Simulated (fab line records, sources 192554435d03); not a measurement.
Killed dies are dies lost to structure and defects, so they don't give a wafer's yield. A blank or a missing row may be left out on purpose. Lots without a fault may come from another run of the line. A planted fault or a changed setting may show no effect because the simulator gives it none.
fab line records | flow n5_finfet
record lots=12 wafers=34 last_day=17
route steps=1938 shown DUMMY_GATE@215 MIM_BOT_ETCH@1868 PASSIVATION@1911
lots that met no fault: from a run of the same line without faults
start_h: hours from the record's first day to the start of the lot's first wafer shown | wait_h: hours since the lot's step before | " the same as in the row above | L1.1+2: a row that stands for several wafers | - no value, or no start given | * or withheld: withheld | < > ~ a bound
route shown NAME@n: a module of which the file shows steps, and the number in the route of the first | usual: mean/standard deviation of fault-free wafers | same: alike in all rows | chamber/n: place in a boat | sites: the reading at each site | _std_site: their standard deviation | _edge_site: outer sites' mean less inner sites' | radius_mm: how far each site lies from the wafer's centre | mask NAME#n: copy n | behind: the tool/chamber that last shaped the wafer | hold: why the lot was held/for how many hours/how that ended | device: the transistor (n, p or np) that didn't switch | end of line: the same wafers' tests at the end of the route | a step without rows: its recipe alone | killed: dies lost to structure and defects at the first sort, not the wafer's yield | map: a wafer's dies, x killed, . not, _ none there
set.NAME: the setting as run; set.NAME@STEP: as run at that earlier step | model.NAME: the simulator's own value behind a step, which no gauge read
steps of the route over a sample of lots; a table a step, a row a wafer
services: from which hour (start_h, from the record's first day; less than 0 if before it) a tool's chamber was out of use, for how many hours, and why
## steps
# step N5_DUMMY_GATE_CVD_03
# recipe material=a-Si target_thk_a=1500 temp_c=530 precursor=SiH4 time_s=8042
# usual zone_power_centre_pct=7.3/0.79
# columns lot.wafer tool chamber start_h wait_h zone_power_centre_pct
L734.1 lpcvd-02 1/90 42.84 0.1 7.4
L734.2 " 1/95 " " 7.4
L734.5 " 1/109 " " 7.4
L735.3 lpcvd-01 0/50 51.60 0.1 6.1
L735.5 " 0/59 " " 6.1
L735.6 " 0/64 " " 6.1
L737.2 lpcvd-01 1/45 63.43 0.1 7.7
L737.3 " 1/50 " " 7.7
L737.4 " 1/54 " " 7.7
L739.3 lpcvd-02 1/75 72.40 0.1 7.5
L739.4 " 1/79 " " 7.5
L739.6 " 1/89 " " 7.5
L741.1 lpcvd-02 1/65 84.63 0.1 7.5
L741.2 " 1/70 " " 7.5
L741.3 " 1/75 " " 7.5
L745.1 lpcvd-01 0/65 111.59 0.1 6.1
L745.2 " 0/70 " " 6.1
L745.6 " 0/89 " " 6.1
L750.2 lpcvd-02 1/45 144.15 3.6 7.5
L750.4 " 1/54 " " 7.5
L750.6 " 1/64 " " 7.5
L751.2 lpcvd-01 0/45 149.84 4.4 6.1
L751.6 " 0/64 " " 6.1
L752.2 lpcvd-01 0/95 153.49 2.5 6.1
L752.3 " 0/100 " " 6.1
L753.1 lpcvd-02 0/15 159.52 1.8 8.5
L753.5 " 0/34 " " 8.5
L753.6 " 0/39 " " 8.5
L754.1 lpcvd-02 1/90 164.52 0.1 7.5
L754.2 " 1/95 " " 7.5
L754.5 " 1/109 " " 7.5
L756.3 lpcvd-02 0/75 174.83 0.1 8.5
L756.5 " 0/84 " " 8.5
L756.6 " 0/89 " " 8.5
# step N5_MIM_BOT_ETCH_ETCH_00
# recipe chemistry=Cl2/BCl3 target=TiN target_depth_a=455 ion_energy_ev=150 pressure_mtorr=10 icp_w=1000 bias_w=126 Cl2_flow_sccm=53.25 bcl3_flow_sccm=21.75 Ar_flow_sccm=25
# usual bias_w=126.0/0.39 drypump_motor_current_A=5.9/0.36 he_backside_leak_sccm=3.49/0.19 oes_product_au=0.78/0.09 throttle_valve_pct=22.10/0.28
# columns lot.wafer tool chamber start_h wait_h bias_w drypump_motor_current_A he_backside_leak_sccm oes_product_au rf_hours_counter_h throttle_valve_pct
L735.3 rie_metal-01 0 272.72 0.1 125.9 5.6 3.39 0.73 - 22.09
L735.5 " 1 " " 125.9 4.9 3.45 0.80 - 21.75
L735.6 " 0 " " 126.5 5.6 3.50 0.74 - 22.10
L734.1 rie_metal-02 0 277.42 0.1 126.1 6.0 3.84 0.72 83 22.32
L734.2 " 1 " " 126.2 6.3 3.37 0.76 36 22.25
L734.5 " 1 " " 125.7 6.3 3.46 0.76 - 22.28
L737.2 rie_metal-02 0 291.02 0.1 125.2 5.9 3.78 0.72 84 22.32
L737.3 " 1 " " 126.9 6.3 3.22 0.76 - 22.28
L737.4 " 0 " " 126.2 5.9 3.73 0.72 - 22.34
L739.3 rie_metal-01 1 304.01 0.1 125.5 4.9 3.40 0.79 - 21.75
L739.4 " 0 " " 125.6 5.6 3.46 0.72 - 22.12
L739.6 " 0 " " 126.1 5.6 3.50 0.72 - 22.10
L741.1 rie_metal-03 1 305.17 0.1 126.1 6.1 3.61 0.62 114 22.05
L741.2 " 0 " " 125.7 5.8 3.40 0.83 21 22.15
L741.3 " 1 " " 125.7 6.1 3.77 0.62 - 22.04
L745.1 rie_metal-02 1 345.54 0.1 126.2 6.3 3.36 0.73 44 22.31
L745.2 " 0 " " 125.4 6.0 3.60 0.71 91 22.35
L745.6 " 0 " " 125.3 5.9 3.63 0.70 - 22.35
L750.2 rie_metal-03 1 372.06 0.1 125.4 6.0 3.56 0.96 4 21.56
L750.4 " 0 " " 126.6 5.8 3.50 0.80 - 22.17
L750.6 " 1 " " 125.2 6.1 3.52 0.96 - 21.55
L751.2 rie_metal-02 0 377.77 0.2 125.9 5.9 3.69 0.70 - 22.35
L751.6 " 0 " " 125.9 6.0 3.62 0.70 - 22.37
L753.1 rie_metal-02 0 389.46 0.2 126.1 6.0 3.60 0.69 96 22.37
L753.5 " 0 " " 126.3 5.9 3.38 0.69 - 22.37
L753.6 " 0 " " 126.8 5.9 3.57 0.69 - 22.37
L752.2 rie_metal-03 1 390.39 0.1 125.7 6.0 3.57 0.95 6 21.58
L752.3 " 1 " " 126.3 6.1 3.65 0.94 - 21.57
L756.3 rie_metal-03 1 405.08 0.1 126.0 6.1 3.60 0.93 - 21.58
L756.5 " 1 " " 125.9 6.1 3.76 0.93 - 21.56
L756.6 " 0 " " 126.2 5.8 3.33 0.78 - 22.21
L754.1 rie_metal-03 1 405.35 0.1 126.0 6.1 3.60 0.94 7 21.56
L754.2 " 0 " " 126.3 5.8 3.25 0.78 31 22.20
L754.5 " 1 " " 125.9 6.1 3.52 0.94 - 21.57
# step N5_PASSIVATION_STRIP_34
# recipe chemistry=O2 power_w=600 temp_c=60 pressure_mtorr=30 rf_frequency_hz=6e+07 bias_power_w=0 overash_fraction=2 o2_flow_sccm=225
# usual drypump_motor_current_A=5.5/0.37 oes_product_au=0.80/0.083 rf_vpp_V=3.8/1.5 showerhead_plenum_p_Torr=2.08/0.091 throttle_valve_pct=16.64/0.29
# columns lot.wafer tool chamber start_h wait_h drypump_motor_current_A oes_product_au rf_hours_counter_h rf_vpp_V showerhead_plenum_p_Torr throttle_valve_pct
L735.3 rie_diel-05 1 277.15 0.2 5.6 0.76 108 6.1 2.02 16.53
L735.5 " 2 " " 5.7 0.74 - 5.9 1.93 17.18
L735.6 " 1 " " 5.6 0.75 - 3.8 2.02 16.48
L734.1 rie_diel-05 2 281.07 0.1 5.7 0.73 183 1.5 1.93 17.19
L734.2 " 1 " " 5.6 0.76 111 1.2 2.02 16.51
L734.5 " 2 " " 5.7 0.74 - 2.8 1.93 17.19
L737.2 rie_diel-05 0 299.18 0.1 4.9 0.69 235 4.8 1.95 16.75
L737.3 " 2 " " 5.7 0.73 189 6.5 1.93 17.22
L737.4 " 2 " " 5.7 0.74 - 3.3 1.93 17.21
L741.1 rie_diel-01 0 309.25 0.2 6.0 0.85 82 4.4 2.01 16.34
L741.2 " 3 " " 5.9 0.66 239 4.7 2.18 17.00
L741.3 " 1 " " 5.2 0.74 197 4.2 2.06 16.77
L739.3 rie_diel-04 3 309.29 0.2 5.1 0.83 51 1.3 2.14 16.26
L739.4 " 0 " " 6.0 0.84 59 3.4 2.12 16.41
L739.6 " 1 " " 5.6 0.92 - 4.2 2.20 16.36
L745.1 rie_diel-05 3 352.89 0.1 5.0 0.88 17 5.3 2.14 16.43
L745.2 " 2 " " 5.7 0.73 210 6.4 1.92 17.23
L745.6 " 2 " " 5.7 0.72 - 3.7 1.92 17.26
L750.2 rie_diel-04 2 376.92 0.1 5.6 0.85 56 2.1 2.11 16.72
L750.4 " 0 " " 6.0 0.80 82 2.6 2.12 16.48
L750.6 " 2 " " 5.7 0.84 - 6.4 2.11 16.71
L751.2 rie_diel-04 2 382.97 0.1 5.7 0.87 58 6.0 2.11 16.69
L751.6 " 0 " " 6.0 0.81 - 3.4 2.11 16.45
L753.1 rie_diel-01 3 393.71 0.1 6.0 0.93 15 3.8 2.17 16.57
L753.5 " 0 " " 6.0 0.84 - 5.2 2.00 16.46
L753.6 " 3 " " 5.9 0.92 - 3.5 2.17 16.60
L752.2 rie_diel-05 3 393.97 0.1 5.0 0.87 32 9.6 2.13 16.44
L752.3 " 2 " " 5.7 0.70 226 6.2 1.92 17.27
L756.3 rie_diel-04 0 409.17 0.1 6.0 0.79 91 3.2 2.11 16.48
L756.5 " 0 " " 6.0 0.79 - 1.8 2.11 16.50
L756.6 " 3 " " 5.1 0.78 - 2.6 2.13 16.29
L754.1 rie_diel-04 0 410.07 0.1 6.0 0.79 92 4.3 2.11 16.51
L754.2 " 3 " " 5.0 0.79 86 4.5 2.13 16.28
L754.5 " 1 " " 5.6 0.87 - 5.4 2.19 16.41
# step N5_PASSIVATION_PROBE_49
# usual defect_limited_yield=91.1/1.6 killed_at_M0_to_M3=35/11 killed_at_M4_up=13/5.4 killed_at_contacts=13/6.5 killed_at_front_end=40/14 killed_at_other=4/3.1 killed_dies=105/18 killed_on_rim=14/4.1 killed_open=69/14 killed_short=34/7.3 sort_bin_5_function=5.2/0.96 sort_bin_6_memory=3.4/0.77 sort_bin_8_speed=0.02/0.13 sort_n_pass=1075/19
# same gross_dies=1180 killed_at_back_side=0 sort_bin_4_leakage[%]=0
# columns lot.wafer tool chamber start_h wait_h defect_limited_yield[%] killed_at_M0_to_M3 killed_at_M4_up killed_at_contacts killed_at_front_end killed_at_other killed_dies killed_on_rim killed_open killed_short sort_bin_5_function[%] sort_bin_6_memory[%] sort_bin_8_speed[%] sort_n_pass
L741.1 prober-02 - 313.51 0.0 88.4 15 10 6 103 3 137 26 42 19 6.0 3.3 0 1043
L741.2 prober-02 - 313.56 0.1 85.1 36 4 6 125 5 176 27 63 34 8.6 4.4 0 1004
L741.3 prober-02 - 313.61 0.1 84.1 37 3 17 119 12 188 28 71 44 9.3 4.2 0 992
L739.3 prober-02 - 314.05 0.1 84.8 34 11 15 116 3 179 30 66 35 9.3 4.0 0 1001
L739.4 prober-02 - 314.10 0.2 84.5 40 11 14 112 6 183 37 69 28 8.8 3.9 0 997
L739.6 prober-02 - 314.20 0.3 85.0 30 9 25 113 0 177 24 71 28 9.2 3.5 0 1003
# killed by level:class
L741.1 DUMMY_GATE:unspecified=74 MOL_CONTACT_COAG:geometric_particle:open=6 FIN_SAQP:geometric_particle:short=5 FIN_SAQP:geometric_particle:open=5 STARTING-WAFER:geometric_particle:open=4 BEOL_M1:geometric_particle:open=4 GATE_CUT:geometric_particle:open=3 BEOL_M0:geometric_particle:open=3
L741.2 DUMMY_GATE:unspecified=76 BEOL_M0_SAQP:geometric_particle:open=13 STI_FIN_REVEAL:geometric_particle:open=11 FIN_SAQP:geometric_particle:open=10 BEOL_M0_SAQP:geometric_particle:short=10 FIN_SAQP:geometric_particle:short=8 GATE_CUT:geometric_particle:short=7 BEOL_M3:geometric_particle:open=6
L741.3 DUMMY_GATE:unspecified=73 MOL_CONTACT_COAG:geometric_particle:open=11 BEOL_M1:geometric_particle:open=10 GATE_CUT:geometric_particle:short=9 BEOL_M2:geometric_particle:open=7 FIN_SAQP:geometric_particle:open=6 STI_FIN_REVEAL:geometric_particle:open=6 GATE_CUT:geometric_particle:open=6
L739.3 DUMMY_GATE:unspecified=78 BEOL_M2:geometric_particle:open=12 STI_FIN_REVEAL:geometric_particle:open=11 MOL_CONTACT_COAG:geometric_particle:open=11 FIN_SAQP:geometric_particle:short=7 BEOL_M1:geometric_particle:open=5 STI_FIN_REVEAL:geometric_particle:short=4 BEOL_M0_SAQP:geometric_particle:short=4
L739.4 DUMMY_GATE:unspecified=78 BEOL_M2:geometric_particle:open=15 MOL_CONTACT_COAG:geometric_particle:open=10 STI_FIN_REVEAL:geometric_particle:open=7 BEOL_M0_SAQP:geometric_particle:open=7 HKMG_FIN:area_etch=7 BEOL_M0_SAQP:geometric_particle:short=5 MOL_CONTACT_COAG:geometric_particle:short=4
L739.6 DUMMY_GATE:unspecified=77 MOL_CONTACT_COAG:geometric_particle:open=20 BEOL_M2:geometric_particle:open=11 FIN_SAQP:geometric_particle:open=8 STI_FIN_REVEAL:geometric_particle:open=5 BEOL_M3:geometric_particle:open=5 MOL_CONTACT_COAG:geometric_particle:short=5 STARTING-WAFER:geometric_particle:short=5
## services
# columns tool chamber start_h hours kind
rie_diel-04 1 40.26 9.4 repair
rie_metal-02 0 41.70 1.3 repair
rie_diel-01 - 42.74 2.8 pm
rie_metal-03 - 54.77 14.6 pm
rie_diel-04 - 64.98 1.1 repair
rie_diel-01 1 81.27 3.3 repair
rie_diel-04 - 81.92 2.8 pm
lpcvd-01 - 121.74 28.1 pm
rie_diel-05 0 148.21 4.6 repair
rie_metal-01 - 168.05 2.8 pm
rie_diel-01 3 195.47 16.5 repair
rie_diel-04 0 199.60 4.3 repair
lpcvd-02 - 209.69 2.8 pm
rie_metal-03 - 218.58 4.9 repair
rie_diel-05 0 245.48 11.8 repair
rie_diel-05 3 295.88 15.1 repair
rie_diel-05 0 314.81 2.2 repair
rie_metal-03 - 318.78 0.3 repair
lpcvd-01 - 351.92 0.5 repair
rie_metal-02 - 353.42 1.4 pm
lpcvd-01 - 366.08 6.1 pm
rie_metal-02 1 375.49 21.2 repair
lpcvd-01 - 382.86 2.8 pm
lpcvd-02 - 390.51 17.2 pm
## key
first_sign step=N5_PASSIVATION_PROBE_49 reading=killed_at_front_end direction=up sigmas=5.4 usual=40 struck=115
effect step=N5_PASSIVATION_PROBE_49 reading=defect_limited_yield direction=down sigmas=3.7 usual=91.1 struck=85.3
more_kills_born_at N5_DUMMY_GATE_CVD_03@lpcvd-02=456
met_at N5_DUMMY_GATE_CVD_03
struck_lots L739,L741
not_acting_at N5_MIM_BOT_ETCH_ETCH_00,N5_PASSIVATION_STRIP_34
onset_between 42.84 72.40
fault kind=chamber_particle_source tool=lpcvd-02 chamber=- onset_h=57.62 steps=N5_DUMMY_GATE_CVD_03 rate_per_visit_cm2=1.1109 end_h=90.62
